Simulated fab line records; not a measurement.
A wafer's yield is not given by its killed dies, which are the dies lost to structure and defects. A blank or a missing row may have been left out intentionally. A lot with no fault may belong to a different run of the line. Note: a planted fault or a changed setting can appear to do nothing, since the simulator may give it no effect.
Which tool is to blame?    flow nandHarc    13 lots, 39 wafers sampled, at 6 steps of a route of 1302

## WHAT EACH GAUGE READ, for each wafer
NHARC_P_GATE_CD_MEAS_11: the cd target is 1640 nm. Usual: 1639.7 nm for cdNm, sd 2.4.
lot   measured      on        cdNm (nm)             flag
L835  day 4 09:58   cdSem-03  1642.1 1643.0 1638.2  
L837  day 5 04:49   cdSem-02  1641.0 1639.3 1637.6  
L838  day 5 13:04   cdSem-03  1640.1 1641.1 1640.0  
L839  day 6 04:31   cdSem-02  1640.6 1643.0 1640.3  
L840  day 6 12:09   cdSem-01  1637.0 1639.2 1636.8  
L842  day 7 05:48   cdSem-03  1637.7 1636.4 1638.7  
L843  day 8 00:04   cdSem-03  1637.0 1637.9 1636.5  
L845  day 8 19:16   cdSem-02  1637.5 1634.4 1634.1  
L846  day 9 03:20   cdSem-03  1642.3 1639.1 1640.2  
L855  day 12 15:09  cdSem-02  1643.1 1641.0 1639.8  
L856  day 13 00:58  cdSem-03  1644.3 1643.3 1642.5  
L857  day 13 14:37  cdSem-02  1638.3 1640.6 1637.4  
L858  day 13 20:59  cdSem-02  1638.4 1636.3 1638.9  

NHARC_P_GATE_CD_MEAS_59: the cd target is 720 nm. Usual: 719.9 nm for cdNm, sd 1.6.
lot   measured      on        cdNm (nm)          flag
L835  day 5 15:35   cdSem-01  720.0 721.9 720.6  
L837  day 6 08:37   cdSem-01  719.7 722.6 718.8  
L838  day 6 20:30   cdSem-03  719.8 717.6 720.6  
L839  day 7 11:40   cdSem-01  719.1 721.0 719.2  
L840  day 7 15:29   cdSem-03  721.5 724.1 721.1  
L842  day 8 10:28   cdSem-02  719.7 719.7 717.7  
L843  day 9 05:30   cdSem-02  721.5 715.8 716.7  
L845  day 10 01:31  cdSem-02  720.7 722.8 718.5  
L846  day 10 07:11  cdSem-01  - - -              OFF
L855  day 13 18:32  cdSem-02  718.3 720.4 721.5  
L856  day 14 06:48  cdSem-03  717.8 717.8 721.1  
L857  day 14 22:00  cdSem-03  720.7 717.2 721.4  
L858  day 15 01:02  cdSem-01  721.3 718.3 717.9  

NHARC_END_SORT_01. Usual: killedAtArray 57, standard deviation 18; killedAtOther 0.8, standard deviation 1; killedAtPeriphery 3.9, standard deviation 2.8; killedDies 62, standard deviation 18; killedOpen 3.4, standard deviation 1.8; killedShort 2.2, standard deviation 1.6.
lot   measured      on         killedAtArray  killedAtOther  killedAtPeriphery  killedDies   killedOpen  killedShort  flag
L837  day 26 03:23  prober-01  72 57 66       0 0 1          1 3 2              73 60 69     6 6 1       0 1 3        
L840  day 26 23:17  prober-02  87 88 76       0 0 0          6 10 12            93 98 88     7 3 3       3 1 1        
L845  day 28 21:55  prober-01  61 51 57       0 1 3          2 1 1              63 53 61     0 1 1       2 2 2        
L846  day 29 04:56  prober-01  16 14 23       0 1 1          661 662 653        677 677 677  5 4 9       0 4 3        OFF
L855  day 33 07:40  prober-02  51 56 58       0 2 2          1 1 5              52 59 65     2 4 2       2 1 5        
L856  day 33 15:46  prober-01  35 44 26       0 0 1          10 10 8            45 54 35     3 3 3       4 3 5        

## WHAT TOOL EACH LOT RAN ON (gives the tool, then ch and the chambers of the sampled wafers, and finally the start)
lot   NHARC_P_GATE_EXPOSE_56            NHARC_P_GATE_STRIP_112               NHARC_P_GATE_DEGAS_109
L835  krfScanner-02 ch 0, day 5 15:25   plasmaAsher-01 ch 0,1, day 5 16:10   pvdSputter-03, day 5 19:17
L837  krfScanner-04 ch 0, day 6 08:28   plasmaAsher-02 ch 0,1, day 6 09:09   pvdSputter-03, day 6 12:28
L838  krfScanner-02 ch 0, day 6 20:21   plasmaAsher-02 ch 0,1, day 6 21:06   pvdSputter-01, day 7 00:12
L839  krfScanner-03 ch 0, day 7 11:31   plasmaAsher-01 ch 0,1, day 7 12:18   pvdSputter-02, day 7 15:23
L840  krfScanner-04 ch 0, day 7 15:20   plasmaAsher-01 ch 0,1, day 7 16:01   pvdSputter-03, day 7 19:13
L842  krfScanner-02 ch 0, day 8 10:19   plasmaAsher-02 ch 0,1, day 8 10:59   pvdSputter-03, day 8 14:17
L843  krfScanner-04 ch 0, day 9 05:21   plasmaAsher-02 ch 0,1, day 9 06:02   pvdSputter-01, day 9 09:13
L845  krfScanner-04 ch 0, day 10 01:22  plasmaAsher-01 ch 0,1, day 10 02:04  pvdSputter-01, day 10 05:21
L846  krfScanner-02 ch 0, day 10 07:02  plasmaAsher-02 ch 0,1, day 10 07:43  pvdSputter-03, day 10 11:01
L855  krfScanner-03 ch 0, day 13 18:23  plasmaAsher-02 ch 0,1, day 13 19:04  pvdSputter-03, day 13 22:25
L856  krfScanner-02 ch 0, day 14 06:39  plasmaAsher-01 ch 0,1, day 14 07:25  pvdSputter-02, day 14 10:41
L857  krfScanner-04 ch 0, day 14 21:51  plasmaAsher-01 ch 0,1, day 14 22:32  pvdSputter-02, day 15 02:17
L858  krfScanner-03 ch 0, day 15 00:53  plasmaAsher-02 ch 0,1, day 15 01:37  pvdSputter-02, day 15 04:52
- NHARC_P_GATE_EXPOSE_56: exposes mask P PSD, target cd 720 nm.
- NHARC_P_GATE_STRIP_112: strips in N2/H2, time 200 s.
- NHARC_P_GATE_DEGAS_109: time 60 s.

## WHAT THE TOOLS THEMSELVES READ (means of the sampled wafers that have a number; where no wafer has one, the mark that the record gives instead)
NHARC_P_GATE_STRIP_112. Usual: drypumpMotorCurrentA 5.85 A, standard deviation 0.24; heaterPowerW 85 W, standard deviation 8.1.
lot   tool            drypumpMotorCurrentA (A)  heaterPowerW (W)  flag
L835  plasmaAsher-01  6.07                      83                
L837  plasmaAsher-02  5.71                      86                
L838  plasmaAsher-02  5.71                      86                
L839  plasmaAsher-01  6.02                      89                
L840  plasmaAsher-01  6.00                      88                
L842  plasmaAsher-02  5.58                      87                
L843  plasmaAsher-02  5.71                      86                
L845  plasmaAsher-01  6.02                      87                
L846  plasmaAsher-02  5.69                      86                
L855  plasmaAsher-02  5.68                      87                
L856  plasmaAsher-01  6.00                      87                
L857  plasmaAsher-01  6.01                      85                
L858  plasmaAsher-02  5.69                      86                

NHARC_P_GATE_DEGAS_109. Usual: 461 W for heaterPowerW, sd 44.
lot   tool           heaterPowerW (W)  flag
L835  pvdSputter-03  473               
L837  pvdSputter-03  420               
L838  pvdSputter-01  419               
L839  pvdSputter-02  482               
L840  pvdSputter-03  460               
L842  pvdSputter-03  487               
L843  pvdSputter-01  409               
L845  pvdSputter-01  418               
L846  pvdSputter-03  447               
L855  pvdSputter-03  426               
L856  pvdSputter-02  489               
L857  pvdSputter-02  489               
L858  pvdSputter-02  472               

## THE ANSWER, worked out from the rows above alone
Rule: lot off if the mean of its wafers having a number is beyond 3 standard deviations from the usual mean. A lot without any number at a reading at which 4 lots or more have one is off too. All remaining lots with rows at the step are treated as sound. The gauges are gone through in route order, then the tools' own readings, and for those a lot's mean is taken as printed above. At the first step where some lot is off, the reading lying furthest off is the one used; lots without a number count as furthest.
Off, at NHARC_P_GATE_CD_MEAS_59 on cdNm: L846. Without a number there: L846.
A tool fits if, at a process step before that reading, it ran every lot that is off, and no sound lot after the first of them. The gauges at NHARC_P_GATE_CD_MEAS_59 aren't tried: what is off there is off at NHARC_END_SORT_01 too, on other tools, and a gauge's error can't cause that. No candidate that was tried fits.

## WHAT THE SIMULATOR PUT IN
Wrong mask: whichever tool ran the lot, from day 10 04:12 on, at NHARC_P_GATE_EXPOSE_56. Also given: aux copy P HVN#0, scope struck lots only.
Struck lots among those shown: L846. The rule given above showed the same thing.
